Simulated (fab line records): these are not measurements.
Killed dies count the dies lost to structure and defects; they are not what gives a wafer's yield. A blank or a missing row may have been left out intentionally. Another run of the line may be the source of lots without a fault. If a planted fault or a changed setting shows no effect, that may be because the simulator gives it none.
Matching of chambers | flow n5Finfet | 4 sister chambers for N5_BEOL_M7_ALD_77 on aldMetal-03
The step deposits TaN, target thk 2 nm, pulse time 2 s, purge time 3 s. 4 wafers are shown with their chamber, then 10 later ones without.

== WAFERS, EACH WITH ITS CHAMBER ==
wafer  | chamber | heaterPowerW (W)
L081.6 | 2       | 465
L080.6 | 3       | 454
L084.1 | 0       | 439
L084.3 | 1       | 449

== WAFERS MISSING THEIR CHAMBER ==
wafer  | heaterPowerW (W)
L084.4 | 441
L087.2 | 459
L087.5 | 438
L087.6 | 460
L092.3 | 426
L092.4 | 399
L092.5 | 394
L093.1 | 389
L093.2 | 437
L093.5 | 400

== WHICH CHAMBER EACH WENT THROUGH ==
wafer  | from the rows above               | in truth
L084.4 | can't be placed: 0 or 1 or 3 or 2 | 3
L087.2 | can't be placed: 3 or 2 or 1 or 0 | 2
L087.5 | can't be placed: 0 or 1 or 3 or 2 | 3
L087.6 | can't be placed: 2 or 3 or 1 or 0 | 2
L092.3 | can't be placed: 0 or 1 or 3 or 2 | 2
L092.4 | can't be placed: 0 or 1 or 3 or 2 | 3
L092.5 | can't be placed: 0 or 1 or 3 or 2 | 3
L093.1 | can't be placed: 0 or 1 or 3 or 2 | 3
L093.2 | can't be placed: 0 or 1 or 3 or 2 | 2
L093.5 | can't be placed: 0 or 1 or 3 or 2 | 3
Correctly placed: 0 of 10. Unplaceable from these rows: 10, with the true chamber sitting among the candidates in 10. Wrongly placed: 0.
How it was worked out, from the rows above alone: a wafer's distance from a chamber is the root of the sum, over the readings, of the square of ((its reading less the chamber's mean) divided by the reading's scatter). If the next closest chamber is less than 2 further off than the closest, the wafer can't be placed; otherwise it belongs to the closest. A chamber's mean is the mean of its shown wafers. The scatter (one wafer shown for each chamber): square how far every hidden wafer sits from the nearest shown wafer, average those squares and take the square root.
